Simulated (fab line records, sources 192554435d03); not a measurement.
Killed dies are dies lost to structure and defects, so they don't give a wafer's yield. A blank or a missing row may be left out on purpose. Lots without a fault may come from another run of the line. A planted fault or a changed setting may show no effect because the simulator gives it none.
A struck lot beside a sound one | flow n5_finfet | 38 steps out of a route of 1938
Sound: wafers L916.1, L916.3, L916.6. Struck: wafer L925.1. (L925.2, L925.3 of the same lot were not struck and are left out.) The cause comes at the end.
At each step with rows: each side's tool, then ch and its chambers, then its first start. Under that, the readings that differ: sound wafers | struck wafers | difference of the means | sigmas: that difference in standard deviations of wafers without a fault.
alike: readings whose means differ by less than 2 such deviations, and words and numbers that are the same on both sides. not compared: withheld readings, readings that some wafer has no value for, bounds like >300 that may hide the same value, and numbers for which the record gives no deviation and whose values overlap.
The two part at a step that has a row with sigmas, a row that says differs or no value, or rows on one side only. Numbers that don't overlap but have no deviation are shown without sigmas and don't part them. A reading that every wafer of one side lacks parts them only if that side has two wafers or more.

first, 9 steps without rows for these wafers: N5_BEOL_M2_ANNEAL_95 (time 240 s); N5_BEOL_M2_SPUTTER_96 (material Cu, target thk 4.5 nm, time 8.29 s); N5_BEOL_M2_ECD_50 (material Cu, target thk 300 nm); N5_BEOL_M2_ANNEAL_51 (time 90 s); N5_BEOL_M2_CMP_52 (polishes, stops on SiOC, t overpolish 6.8 s, target thk 40 nm); N5_BEOL_M2_PRE_CLEAN_60 (time 15 s); N5_BEOL_M2_CO_CAP_55 (material Co, precursor CCTBA/H2, target thk 2 nm, time 102.1 s); N5_BEOL_M2_PRE_CLEAN_56 (time 15 s); N5_BEOL_M2_DEP_57 (deposits SiCN from 3MS/NH3, target thk 8 nm, time 14 s).
N5_BEOL_M3_ILD_DEP_00: deposits SiOC from DEMS/O2, target thk 79 nm, time 15.3 s.
  sound on pecvd-03 ch 0,1,2, day 7 17:31; struck on pecvd-03 ch 1, day 10 04:33
  reading                                      | sound      | struck | difference | sigmas
  model.SiOC_of_BEOL_M3_ILD_DEP_00.thk_nm (nm) | 78 78 79.8 | 68.4   | -10.2      |
  alike: heater_power_w, showerhead_plenum_p_Torr, throttle_valve_pct
N5_BEOL_M3_THK_MEAS_01:
  sound on film_metro-02, day 7 17:35; struck on film_metro-02, day 10 04:37
  reading         | sound          | struck | difference | sigmas
  M3_ILD_THK (nm) | 78.0 78.1 79.7 | 68.5   | -10.1      | -11
then, 24 steps without rows for these wafers: N5_BEOL_M3_PECVD_72 (deposits SiO2 from TEOS/O2, target thk 16 nm, time 18 s); N5_BEOL_M3_HM_DEP_02 (deposits TiN, target thk 20 nm); N5_BEOL_M3_COAT_61 (time 60 s, resist thk 60 nm); N5_BEOL_M3_COAT_62 (time 60 s, resist thk 12 nm); N5_BEOL_M3_COAT_73 (time 60 s, resist thk 5 nm); N5_BEOL_M3_COAT_05 (resist thk 30 nm); N5_BEOL_M3_EBR_07; N5_BEOL_M3_SOFTBAKE_06 (time 60 s); N5_BEOL_M3_EXPOSE_08 (exposes mask M3); N5_BEOL_M3_PEB_09 (peb time 60 s); N5_BEOL_M3_DEVELOP_10 (develop time 30 s); N5_BEOL_M3_DESCUM_16 (chemistry O2, time 7 s); N5_BEOL_M3_ETCH_74 (etches underlayer in N2/H2, target depth 6.5 nm, time 5.2 s); N5_BEOL_M3_ETCH_63 (etches SiARC in CF4, target depth 15.6 nm, time 26 s); N5_BEOL_M3_ETCH_64 (etches SOC in N2/H2, target depth 75 nm, overetch 15 nm, time 112.5 s); N5_BEOL_M3_STRIP_65 (strips in N2/H2); N5_BEOL_M3_STRIP_75 (strips in N2/H2); N5_BEOL_M3_STRIP_66 (strips in CF4); N5_BEOL_M3_HM_OPEN_17 (chemistry Cl2/BCl3, target TiN, target depth 20 nm, overetch 6 nm); N5_BEOL_M3_STRIP_19 (strips in O2); N5_BEOL_M3_COAT_67 (time 60 s, resist thk 60 nm); N5_BEOL_M3_COAT_68 (time 60 s, resist thk 12 nm); N5_BEOL_M3_COAT_76 (time 60 s, resist thk 5 nm); N5_BEOL_M3_COAT_22 (resist thk 30 nm).
N5_BEOL_M3_CMP_52: polishes, stops on SiOC, t overpolish 6.8 s, target thk 40 nm.
  sound on cmp-02 ch 1,2, day 8 04:53; struck on cmp-03 ch 0, day 10 17:19
  reading                                      | sound      | struck | difference | sigmas
  model.SiOC_of_BEOL_M3_ILD_DEP_00.thk_nm (nm) | 75 75 76.8 | 65.4   | -10.2      |
  model.Cu_of_BEOL_M3_ECD_50.thk_nm (nm)       | 40 41 42   | 29.6   | -11.4      |
  alike: clearing_platen_rpm, motor_current_A
N5_BEOL_M4_RC_MEAS_101:
  sound on prober-02 ch 0, day 8 14:02; struck on prober-02 ch 0, day 11 06:19
  reading        | sound                | struck | difference | sigmas
  DIBL_N (mV/V)  | 35.4 34.7 35.0       | 37.5   | +2.5       | +2
  IOFF_P (nA/um) | 0.187 0.180 0.174    | 0.252  | +0.072     | +3
  VT_N (mV)      | 252.4 254.7 253.5    | 247.4  | -6.1       | -2
  VT_P (mV)      | -251.8 -250.7 -251.3 | -244.1 | +7.2       | +3
  alike: DIBL_P, IOFF_N, ION_N, ION_P, SS_N, SS_P
-- the record jumps here: 4 days lie between the struck wafers' starts before and after (it left off in module BEOL_M4 and takes up again in module PASSIVATION, whose first step shown is number 1936 of the route) --
N5_PASSIVATION_PROBE_49:
  sound on prober-02, day 12 14:21; struck on prober-02, day 15 16:16
  reading              | sound | struck | difference | sigmas
  sort_bin_8_speed (%) | 0 0 0 | 0.08   | +0.08      |
  alike: defect_limited_yield, killed_at_M0_to_M3, killed_at_M4_up, killed_at_contacts, killed_at_front_end, killed_at_other, killed_dies, killed_open, killed_short, sort_bin_5_function, sort_bin_6_memory, sort_n_pass, sort_yield_pct

WHERE THEY PART
First at N5_BEOL_M3_THK_MEAS_01; last, within this record, at N5_BEOL_M4_RC_MEAS_101. Later steps at which nothing parts them and some readings are alike: N5_PASSIVATION_PROBE_49.

WHY: what the simulator had put in
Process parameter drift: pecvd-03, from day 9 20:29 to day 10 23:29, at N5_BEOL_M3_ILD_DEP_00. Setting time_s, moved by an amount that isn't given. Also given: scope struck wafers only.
